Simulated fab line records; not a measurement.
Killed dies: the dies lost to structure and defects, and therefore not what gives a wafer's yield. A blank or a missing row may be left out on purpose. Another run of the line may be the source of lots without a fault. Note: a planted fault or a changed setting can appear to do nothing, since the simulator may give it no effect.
fab line records	flow nandHarc
[record] lots = 15	wafers = 44	lastDay = 33
route steps=1302 shown A_SLIT@935 A_WL_FILL@957
lots untouched by any fault: they come from a run of this same line in which no faults occurred
startH: hours from the record's first day to the start of the lot's first wafer shown	waitH: hours since the lot's step before	" identical to the entry in the row above	L1.1+2: a single row standing in for several wafers	- no value, or no start given	* or withheld: withheld	< > ~ a bound
route shown NAME@n: NAME is a module with steps in the file, n the number in the route of the first one	usual: mean and standard deviation over wafers with no fault	same: alike in all rows	chamber/n: place in a boat	sites: per-site readings	_std_site: the standard deviation of these	_edge_site: the outer-site mean with the inner-site mean subtracted	radiusMm: how far each site lies from the wafer's centre	mask NAME#n: copy n	behind: tool/chamber where the wafer was last shaped	hold: why the lot was held/for how many hours/how that ended	device: names the non-switching transistor (n, p or np)	end of line: the tests these same wafers got at the end of their route	for a step that has no rows: nothing shown but its recipe	killed: dies that structure and defects cost at the first sort, which is not the same as the wafer's yield	map: shows each die of a wafer: x if killed, . if not, _ if none is there
set.NAME: the setting the step ran with; set.NAME@STEP: the setting that earlier step ran with	model.NAME: the simulator's own value behind a step, which no gauge read
the route's steps for a sample of lots (tables are steps, rows are wafers)
services: a tool's chamber out of use, with start hour (startH, from the record's first day; less than 0 if before it), hours out, and reason
[[steps]]
[step NHARC_A_SLIT_INSPECT_11]
[usual] rawDefectCount = 55/32
lot.wafer	tool	chamber	startH	waitH	rawDefectCount
L558.1	defectInspect-02	-	472.71	0.0	51
L558.3	"	-	"	"	56
L558.4	"	-	"	"	50
L561.2	defectInspect-01	-	478.99	0.0	22
L561.5	"	-	"	"	15
L561.6	"	-	"	"	20
L560.2	defectInspect-01	-	480.36	0.0	19
L560.3	"	-	"	"	26
L560.5	"	-	"	"	30
L559.2	defectInspect-01	-	484.08	0.0	86
L559.3	"	-	"	"	110
L559.6	"	-	"	"	111
L564.1	defectInspect-01	-	509.30	0.0	21
L564.2	"	-	"	"	22
L564.6	"	-	"	"	23
L562.2	defectInspect-01	-	509.45	0.0	113
L562.3	"	-	"	"	111
L562.6	"	-	"	"	94
L566.1	defectInspect-01	-	535.19	0.0	103
L566.3	"	-	"	"	115
L566.6	"	-	"	"	129
L565.1	defectInspect-02	-	540.76	0.0	26
L565.3	"	-	"	"	38
L565.6	"	-	"	"	36
L571.1	defectInspect-01	-	589.14	0.0	22
L571.5	"	-	"	"	30
L572.3	defectInspect-01	-	606.75	0.0	88
L572.4	"	-	"	"	79
L572.6	"	-	"	"	82
L574.1	defectInspect-02	-	622.66	0.0	98
L574.5	"	-	"	"	92
L574.6	"	-	"	"	104
L575.2	defectInspect-02	-	640.34	0.1	32
L575.5	"	-	"	"	22
L575.6	"	-	"	"	25
L579.1	defectInspect-02	-	668.28	0.0	44
L579.2	"	-	"	"	51
L579.3	"	-	"	"	38
L581.2	defectInspect-01	-	684.03	0.0	88
L581.4	"	-	"	"	64
L581.6	"	-	"	"	69
L580.1	defectInspect-01	-	684.33	0.0	36
L580.2	"	-	"	"	38
L580.4	"	-	"	"	36
[step NHARC_A_SLIT_ETCH_29]
[recipe] targetDepthA = 1000	overetchA = 100	timeS = 55	ionEnergyEv = 100	cf4FlowSccm = 80	o2FlowSccm = 20	arFlowSccm = 0	rfW = 300	biasW = 100	chemistry = CF4/O2
[usual] drypumpMotorCurrentA = 5.9/0.56	mfcArSccm = 0.015/0.018	oesProductAu = 0.999/0.011	rfVppV = 197.9/1.1	showerheadPlenumPTorr = 1.34/0.033	throttleValvePct = 13.397/0.0091
lot.wafer	tool	chamber	startH	waitH	drypumpMotorCurrentA	mfcArSccm	oesProductAu	rfHoursCounterH	rfVppV	showerheadPlenumPTorr	throttleValvePct
L558.3	rieDiel-03	1	480.30	0.1	6.1	0	0.992	1.0	196.9	1.27	13.408
L558.4	"	3	"	"	6.4	0	1.009	0.5	199.5	1.31	13.395
L558.1	"	0	"	"	6.8	0.016	1.003	0.7	198.5	1.35	13.381
L561.2	rieDiel-03	0	488.31	0.1	6.8	0.016	0.988	1.1	198.2	1.35	13.384
L561.5	"	1	"	"	6.1	0	0.986	-	196.5	1.27	13.389
L561.6	"	2	"	"	5.2	0.038	0.996	-	198.4	1.33	13.418
L560.3	rieDiel-03	0	490.18	0.1	6.8	0.016	0.992	1.1	200.0	1.35	13.401
L560.2	"	2	"	"	5.2	0.038	1.009	1.3	197.7	1.33	13.392
L560.5	"	0	"	"	6.8	0.016	0.999	-	197.1	1.35	13.407
L559.3	rieDiel-02	3	493.98	0.1	5.9	0	0.981	5.3	197.7	1.36	13.398
L559.2	"	1	"	"	5.8	0.035	0.996	6.7	197.4	1.36	13.376
L559.6	"	3	"	"	5.9	0	0.970	-	198.1	1.36	13.394
L564.1	rieDiel-03	2	515.15	0.1	5.2	0.038	1.009	2.9	198.5	1.32	13.392
L564.2	"	0	"	"	6.8	0.016	1.001	2.5	198.7	1.35	13.372
L564.6	"	3	"	"	6.4	0	1.002	-	197.3	1.31	13.400
L562.2	rieDiel-02	3	515.31	0.1	5.9	0	0.991	5.6	198.9	1.36	13.395
L562.3	"	1	"	"	5.8	0.035	1.008	7.0	196.7	1.36	13.401
L562.6	"	0	"	"	5.3	0	1.018	-	199.1	1.36	13.388
L566.1	rieDiel-02	3	541.02	0.1	5.9	0	0.985	6.4	197.4	1.36	13.396
L566.3	"	0	"	"	5.3	0	1.010	1.6	197.4	1.36	13.396
L566.6	"	3	"	"	5.9	0	1.000	-	198.5	1.36	13.395
L565.1	rieDiel-05	1	546.67	0.1	5.1	0	0.999	10.4	198.0	1.36	13.397
L565.3	"	3	"	"	6.3	0.026	1.007	7.9	197.2	1.28	13.389
L565.6	"	1	"	"	5.1	0	1.000	-	198.6	1.36	13.396
L571.1	rieDiel-02	3	598.20	0.1	5.9	0	0.989	1.7	199.0	1.36	13.411
L571.5	"	2	"	"	6.5	0.044	1.002	-	197.6	1.32	13.404
L572.4	rieDiel-05	0	612.65	0.1	5.0	0.001	0.984	1.4	198.6	1.39	13.408
L572.3	"	1	"	"	5.1	0	1.014	1.3	197.7	1.36	13.398
L572.6	"	2	"	"	6.5	0	1.011	-	198.1	1.38	13.374
L574.1	rieDiel-02	0	628.91	0.6	5.3	0	0.998	3.4	197.0	1.36	13.403
L574.6	"	3	"	"	5.9	0	0.986	-	198.4	1.36	13.403
L574.5	"	0	"	"	5.3	0	0.996	-	199.5	1.35	13.405
L575.2	rieDiel-05	3	646.45	0.1	6.2	0.026	1.003	3.9	196.2	1.28	13.397
L575.5	"	3	"	"	6.2	0.026	1.009	-	197.9	1.28	13.418
L575.6	"	0	"	"	5.0	0.001	0.985	-	199.0	1.39	13.404
L579.2	rieDiel-03	3	674.21	0.1	6.4	0	1.009	2.3	196.1	1.31	13.387
L579.1	"	0	"	"	6.8	0.016	1.000	2.5	198.3	1.35	13.404
L579.3	"	2	"	"	5.2	0.038	1.002	2.7	197.1	1.32	13.413
L581.4	rieDiel-02	0	689.83	0.1	5.3	0	1.010	6.8	196.9	1.35	13.406
L581.2	"	2	"	"	6.5	0.044	0.993	5.4	197.5	1.32	13.400
L581.6	"	3	"	"	5.9	0	0.995	-	198.3	1.36	13.394
L580.4	rieDiel-02	2	690.89	0.1	6.5	0.044	0.992	5.4	198.5	1.32	13.394
L580.1	"	3	"	"	5.9	0	0.999	5.5	199.7	1.36	13.399
L580.2	"	0	"	"	5.3	0	1.025	6.9	198.5	1.35	13.400
[step NHARC_A_SLIT_CD_MEAS_21]
[usual] cdNm = 289.9/1.1
lot.wafer	tool	chamber	startH	waitH	cdNm
L558.1	cdSem-02	-	480.84	-	289.6
L558.3	"	-	"	"	290.6
L558.4	"	-	"	"	290.1
L561.2	cdSem-01	-	488.82	-	289.3
L561.5	"	-	"	"	289.5
L561.6	"	-	"	"	290.4
L560.2	cdSem-02	-	490.71	-	288.5
L560.3	"	-	"	"	289.5
L560.5	"	-	"	"	288.1
L559.2	cdSem-01	-	494.52	-	290.3
L559.3	"	-	"	"	290.1
L559.6	"	-	"	"	290.7
L564.1	cdSem-02	-	515.68	-	290.1
L564.2	"	-	"	"	289.5
L564.6	"	-	"	"	290.3
L562.2	cdSem-03	-	515.85	-	290.3
L562.3	"	-	"	"	289.5
L562.6	"	-	"	"	289.4
L566.1	cdSem-02	-	541.55	-	288.9
L566.3	"	-	"	"	289.7
L566.6	"	-	"	"	289.7
L565.1	cdSem-03	-	547.19	-	287.2
L565.3	"	-	"	"	288.6
L565.6	"	-	"	"	287.7
L571.1	cdSem-01	-	598.72	-	290.7
L571.5	"	-	"	"	290.1
L572.3	cdSem-02	-	613.18	-	289.2
L572.4	"	-	"	"	288.0
L572.6	"	-	"	"	287.2
L574.1	cdSem-01	-	629.45	-	287.5
L574.5	"	-	"	"	288.0
L574.6	"	-	"	"	288.0
L575.2	cdSem-01	-	647.00	-	291.3
L575.5	"	-	"	"	290.6
L575.6	"	-	"	"	291.1
L579.1	cdSem-02	-	674.81	-	291.1
L579.2	"	-	"	"	291.8
L579.3	"	-	"	"	290.4
L581.2	cdSem-02	-	690.37	-	291.2
L581.4	"	-	"	"	290.9
L581.6	"	-	"	"	290.9
L580.1	cdSem-02	-	691.42	-	290.2
L580.2	"	-	"	"	290.2
L580.4	"	-	"	"	290.1
[step NHARC_A_WL_FILL_ETCHBACK_04]
[recipe] targetDepthA = 600	timeS = 120	chemistry = NF3
[usual] drypumpMotorCurrentA = 5.9/0.58	oesProductAu = 0.993/0.011
lot.wafer	tool	chamber	startH	waitH	drypumpMotorCurrentA	oesProductAu	rfHoursCounterH
L558.1	rieMetal-03	0	488.87	0.3	6.6	0.988	3.0
L558.3	"	0	"	"	6.6	0.994	-
L558.4	"	0	"	"	6.6	0.992	-
L561.2	rieMetal-03	0	496.99	0.4	6.6	0.995	-
L561.5	"	0	"	"	6.6	0.999	-
L561.6	"	0	"	"	6.6	0.995	-
L560.2	rieMetal-02	0	500.14	0.4	6.0	0.987	0.9
L560.3	"	1	"	"	6.3	0.972	-
L560.5	"	0	"	"	6.0	0.993	-
L559.2	rieMetal-02	0	502.51	0.3	6.0	0.987	1.2
L559.3	"	0	"	"	6.0	0.986	-
L559.6	"	1	"	"	6.3	0.980	-
L562.2	rieMetal-01	0	523.69	0.3	5.4	1.009	2.0
L562.3	"	0	"	"	5.5	0.998	-
L562.6	"	0	"	"	5.5	0.999	-
L564.2	rieMetal-02	1	523.70	0.3	6.2	0.992	1.5
L564.1	"	0	"	"	6.0	0.999	1.5
L564.6	"	0	"	"	6.0	0.995	-
L566.1	rieMetal-02	1	549.62	0.4	6.2	0.986	1.8
L566.3	"	1	"	"	6.3	0.989	-
L566.6	"	0	"	"	6.0	1.000	-
L565.1	rieMetal-03	1	555.20	0.3	5.3	0.994	0.1
L565.3	"	0	"	"	6.6	0.991	-
L565.6	"	1	"	"	5.3	1.000	-
L571.1	rieMetal-03	0	609.23	0.3	6.6	0.785	1.7
L571.5	"	0	"	"	6.6	0.980	-
L572.4	rieMetal-03	0	620.14	0.2	6.6	0.991	-
L572.3	"	1	"	"	5.3	0.995	-
L572.6	"	1	"	"	5.4	0.782	-
L574.1	rieMetal-03	0	637.52	0.4	6.6	0.781	2.3
L574.6	"	1	"	"	5.3	0.772	-
L574.5	"	0	"	"	6.6	0.985	-
L575.2	rieMetal-02	0	655.40	0.3	6.0	0.987	0.2
L575.6	"	1	"	"	6.3	0.987	-
L575.5	"	0	"	"	6.0	0.992	-
L579.1	rieMetal-01	0	683.15	0.3	5.4	1.018	1.8
L579.2	"	1	"	"	5.0	1.001	1.8
L579.3	"	0	"	"	5.5	1.011	-
L581.2	rieMetal-01	0	698.51	0.4	5.5	1.016	2.0
L581.4	"	0	"	"	5.5	1.024	-
L581.6	"	0	"	"	5.5	1.015	-
L580.1	rieMetal-03	0	698.81	0.3	6.6	0.983	3.1
L580.2	"	1	"	"	5.3	0.997	2.8
L580.4	"	0	"	"	6.6	0.997	-
[[services]]
tool	chamber	startH	hours	kind
rieDiel-02	3	458.19	11.3	repair
rieDiel-03	-	458.30	9.0	pm
rieMetal-01	-	460.91	0.2	repair
rieDiel-02	0	476.39	-	clean
rieDiel-02	1	476.39	-	clean
rieDiel-02	2	476.39	-	clean
rieDiel-02	3	476.39	-	clean
rieDiel-02	0	500.89	-	clean
rieMetal-03	-	521.82	9.0	pm
rieDiel-02	-	570.89	9.0	pm
rieMetal-03	-	571.34	0.6	repair
rieMetal-01	-	575.00	9.0	pm
rieDiel-05	-	583.64	9.0	pm
rieMetal-03	1	596.75	2.3	repair
rieMetal-01	-	617.17	0.3	repair
rieDiel-02	0	621.41	3.1	repair
rieMetal-02	-	631.00	9.0	pm
rieDiel-03	-	635.30	9.0	pm
rieDiel-05	2	635.47	6.6	repair
rieDiel-05	-	636.64	0.2	repair
rieDiel-02	1	662.85	3.1	repair
rieDiel-03	1	669.04	20.1	repair
rieDiel-03	2	680.61	12.1	repair
rieMetal-03	0	687.96	8.6	repair
[[key]]
[firstSign] step = NHARC_A_WL_FILL_ETCHBACK_04	reading = oesProductAu	direction = down	sigmas = 19	usual = 0.993	struck = 0.780
effect none on later readings
metAt NHARC_A_WL_FILL_ETCHBACK_04
struckLots L571,L572,L574
struckWafers L571.1,L572.6,L574.1,L574.6
laterRowsLeftOut L571.1,L572.6,L574.1,L574.6
sortLeftOut L571.1,L572.6,L574.1,L574.6
testerLeftOut L571,L572,L574
notActingAt NHARC_A_SLIT_INSPECT_11,NHARC_A_SLIT_ETCH_29,NHARC_A_SLIT_CD_MEAS_21
onsetBetween 555.20 609.23
[fault] kind = processParameterDrift	tool = rieMetal-03	chamber = -	onsetH = 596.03	steps = NHARC_A_WL_FILL_ETCHBACK_04	channel = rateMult	offset = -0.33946	shape = step	endH = 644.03	scope = struckWafersOnly
// testerLeftOut: of these lots the tester's yield and bins aren't shown, on N5 and GAA mostly nor the transistor test; their killed dies are dies lost to structure and defects alone, not to doping, threshold or leakage, so they don't give the yield
// sortLeftOut: the simulated sort isn't trusted on such a fault, so these wafers' sort isn't shown, and their yield isn't known
// laterRowsLeftOut: the simulator's readings of these wafers behind a module that went badly wrong aren't trusted and aren't shown, but for the sort
